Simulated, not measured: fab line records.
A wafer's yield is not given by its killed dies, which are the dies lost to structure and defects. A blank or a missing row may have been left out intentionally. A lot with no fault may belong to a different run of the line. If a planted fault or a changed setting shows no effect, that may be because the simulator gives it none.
Matching of chambers | flow n5 finfet | rie diel-05 running N5_BEOL_M7_ETCH_62: 4 sister chambers
The step etches SOC in N2/H2, target depth 110 nm, overetch 22 nm, time 165 s. 16 wafers are shown with their chamber, then 8 later ones without.

## WAFERS, EACH WITH ITS CHAMBER
wafer  | chamber | showerhead plenum p Torr (Torr) | oes product au (a.u.) | throttle valve pct (%)
L075.1 | 3       | 2.65                            | 0.63                  | 17.53
L075.4 | 2       | 2.49                            | 0.76                  | 17.67
L075.5 | 3       | 2.65                            | 0.63                  | 17.51
L077.1 | 3       | 2.65                            | 0.63                  | 17.53
L077.4 | 2       | 2.48                            | 0.74                  | 17.69
L077.5 | 2       | 2.48                            | 0.74                  | 17.68
L084.2 | 3       | 2.64                            | 0.62                  | 17.56
L084.3 | 0       | 2.64                            | 0.63                  | 17.68
L084.5 | 2       | 2.48                            | 0.73                  | 17.68
L089.3 | 1       | 2.51                            | 0.61                  | 17.48
L089.4 | 3       | 2.64                            | 0.62                  | 17.56
L089.6 | 2       | 2.48                            | 0.73                  | 17.69
L088.1 | 0       | 2.64                            | 0.63                  | 17.70
L088.4 | 3       | 2.64                            | 0.61                  | 17.59
L088.6 | 2       | 2.48                            | 0.72                  | 17.70
L090.1 | 0       | 2.64                            | 0.63                  | 17.69

SIGNATURES (means of the wafers above)
reading                  | chamber 0 | chamber 1 | chamber 2 | chamber 3 | scatter within a chamber
showerhead plenum p Torr | 2.6400    | 2.5100    | 2.4817    | 2.6450    | 0.00441
oes product au           | 0.6300    | 0.6100    | 0.7367    | 0.6233    | 0.0103
throttle valve pct       | 17.6900   | 17.4800   | 17.6850   | 17.5467   | 0.0202
Rule: for each reading, subtract the chamber's mean from the wafer's reading, divide by that reading's scatter and square the result; add these up over the readings and take the root, which gives the wafer's distance from the chamber. If the next closest chamber is less than 2 further off than the closest, the wafer can't be placed; otherwise it belongs to the closest. The scatter: take each reading less its chamber's mean, square it, sum over the shown wafers, divide by the number of wafers less the number of chambers, and take the root.

## WAFERS MISSING THEIR CHAMBER
wafer  | showerhead plenum p Torr (Torr) | oes product au (a.u.) | throttle valve pct (%)
L090.5 | 2.64                            | 0.62                  | 17.58
L090.6 | 2.64                            | 0.62                  | 17.67
L091.2 | 2.64                            | 0.63                  | 17.69
L091.3 | 2.51                            | 0.61                  | 17.50
L091.4 | 2.47                            | 0.73                  | 17.72
L095.1 | 2.51                            | 0.61                  | 17.50
L095.3 | 2.63                            | 0.62                  | 17.71
L095.6 | 2.47                            | 0.71                  | 17.72

## WHICH CHAMBER EACH WENT THROUGH
wafer  | from the rows above | in truth
L090.5 | 3                   | 3
L090.6 | 0                   | 0
L091.2 | 0                   | 0
L091.3 | 1                   | 1
L091.4 | 2                   | 2
L095.1 | 1                   | 1
L095.3 | 0                   | 0
L095.6 | 2                   | 2
Placed correctly: 8 of 8. Can't be placed from these rows: 0. 0 placed wrongly.
